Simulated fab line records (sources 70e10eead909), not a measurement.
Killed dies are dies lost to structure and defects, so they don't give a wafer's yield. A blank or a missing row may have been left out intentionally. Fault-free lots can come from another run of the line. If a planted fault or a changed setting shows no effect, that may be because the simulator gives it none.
Matching of chambers :: flow nandHarc :: 4 sister chambers for NHARC_A_CHANNEL_FILL_D2_ETCHBACK_20 on rieDiel-13
The step etches the open film in C4F8/O2/Ar, target depth 27 nm, time 13.5 s. 18 wafers are shown with their chamber, then 9 later ones without.

## WAFERS WITH THEIR CHAMBER
wafer: L221.1
chamber: 3
rfVppV (V): 973
chamberPressureMTorr (mTorr): 25.013
oesProductAu (a.u.): 1.003

wafer: L221.3
chamber: 0
rfVppV (V): 979
chamberPressureMTorr (mTorr): 24.985
oesProductAu (a.u.): 0.996

wafer: L221.4
chamber: 1
rfVppV (V): 986
chamberPressureMTorr (mTorr): 25.019
oesProductAu (a.u.): 0.995

wafer: L222.1
chamber: 1
rfVppV (V): 986
chamberPressureMTorr (mTorr): 24.999
oesProductAu (a.u.): 1.001

wafer: L222.2
chamber: 0
rfVppV (V): 980
chamberPressureMTorr (mTorr): 24.989
oesProductAu (a.u.): 0.989

wafer: L222.4
chamber: 3
rfVppV (V): 972
chamberPressureMTorr (mTorr): 24.974
oesProductAu (a.u.): 0.989

wafer: L223.1
chamber: 0
rfVppV (V): 979
chamberPressureMTorr (mTorr): 24.961
oesProductAu (a.u.): 1.005

wafer: L223.2
chamber: 3
rfVppV (V): 974
chamberPressureMTorr (mTorr): 25.034
oesProductAu (a.u.): 1.003

wafer: L223.6
chamber: 1
rfVppV (V): 986
chamberPressureMTorr (mTorr): 25.003
oesProductAu (a.u.): 1.013

wafer: L226.3
chamber: 3
rfVppV (V): 973
chamberPressureMTorr (mTorr): 25.033
oesProductAu (a.u.): 0.945

wafer: L226.4
chamber: 0
rfVppV (V): 980
chamberPressureMTorr (mTorr): 25.024
oesProductAu (a.u.): 0.939

wafer: L226.6
chamber: 1
rfVppV (V): 987
chamberPressureMTorr (mTorr): 24.978
oesProductAu (a.u.): 0.940

wafer: L228.1
chamber: 2
rfVppV (V): 976
chamberPressureMTorr (mTorr): 25.040
oesProductAu (a.u.): 0.998

wafer: L228.2
chamber: 0
rfVppV (V): 979
chamberPressureMTorr (mTorr): 25.003
oesProductAu (a.u.): 1.000

wafer: L228.5
chamber: 0
rfVppV (V): 981
chamberPressureMTorr (mTorr): 25.015
oesProductAu (a.u.): 0.998

wafer: L233.1
chamber: 3
rfVppV (V): 975
chamberPressureMTorr (mTorr): 25.010
oesProductAu (a.u.): 1.000

wafer: L233.5
chamber: 3
rfVppV (V): 972
chamberPressureMTorr (mTorr): 25.027
oesProductAu (a.u.): 0.996

wafer: L233.6
chamber: 1
rfVppV (V): 985
chamberPressureMTorr (mTorr): 25.028
oesProductAu (a.u.): 1.000

SIGNATURES (averages over the wafers above)
reading: rfVppV
chamber 0: 979.67
chamber 1: 986.00
chamber 2: 976.00
chamber 3: 973.17
scatter within a chamber: 0.932

reading: chamberPressureMTorr
chamber 0: 24.99617
chamber 1: 25.00540
chamber 2: 25.04000
chamber 3: 25.01517
scatter within a chamber: 0.0217

reading: oesProductAu
chamber 0: 0.98783
chamber 1: 0.98980
chamber 2: 0.99800
chamber 3: 0.98933
scatter within a chamber: 0.025
Rule: distance of a wafer from a chamber = root of the sum over the readings of ((wafer's reading minus chamber's mean) / reading's scatter) squared. The wafer belongs to the nearest chamber; if the next one is less than 2 further off, it can't be placed. The scatter: the root of (the sum of the squares of (reading less its chamber's mean) over the shown wafers, divided by (wafers less chambers)).

## WAFERS MISSING THEIR CHAMBER
wafer: L235.1
rfVppV (V): 973
chamberPressureMTorr (mTorr): 24.994
oesProductAu (a.u.): 1.002

wafer: L235.2
rfVppV (V): 977
chamberPressureMTorr (mTorr): 24.987
oesProductAu (a.u.): 1.000

wafer: L235.4
rfVppV (V): 979
chamberPressureMTorr (mTorr): 25.006
oesProductAu (a.u.): 1.002

wafer: L242.1
rfVppV (V): 974
chamberPressureMTorr (mTorr): 25.007
oesProductAu (a.u.): 1.000

wafer: L242.2
rfVppV (V): 988
chamberPressureMTorr (mTorr): 25.000
oesProductAu (a.u.): 1.015

wafer: L242.5
rfVppV (V): 977
chamberPressureMTorr (mTorr): 25.028
oesProductAu (a.u.): 1.002

wafer: L244.2
rfVppV (V): 978
chamberPressureMTorr (mTorr): 24.998
oesProductAu (a.u.): 0.989

wafer: L244.3
rfVppV (V): 987
chamberPressureMTorr (mTorr): 25.021
oesProductAu (a.u.): 1.000

wafer: L244.6
rfVppV (V): 978
chamberPressureMTorr (mTorr): 24.988
oesProductAu (a.u.): 1.000

## WHICH CHAMBER EACH ONE RAN IN
wafer: L235.1
from the rows above: 3
in truth: 3

wafer: L235.2
from the rows above: can't be placed: 2 or 0 or 3
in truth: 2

wafer: L235.4
from the rows above: 0
in truth: 0

wafer: L242.1
from the rows above: can't be placed: 3 or 2
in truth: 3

wafer: L242.2
from the rows above: 1
in truth: 1

wafer: L242.5
from the rows above: 2
in truth: 2

wafer: L244.2
from the rows above: can't be placed: 0 or 2
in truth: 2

wafer: L244.3
from the rows above: 1
in truth: 1

wafer: L244.6
from the rows above: can't be placed: 0 or 2
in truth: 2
5 of 9 placed correctly. From these rows, 4 cannot be placed; in 4 the true chamber is one of the candidates. Placed wrongly: 0.
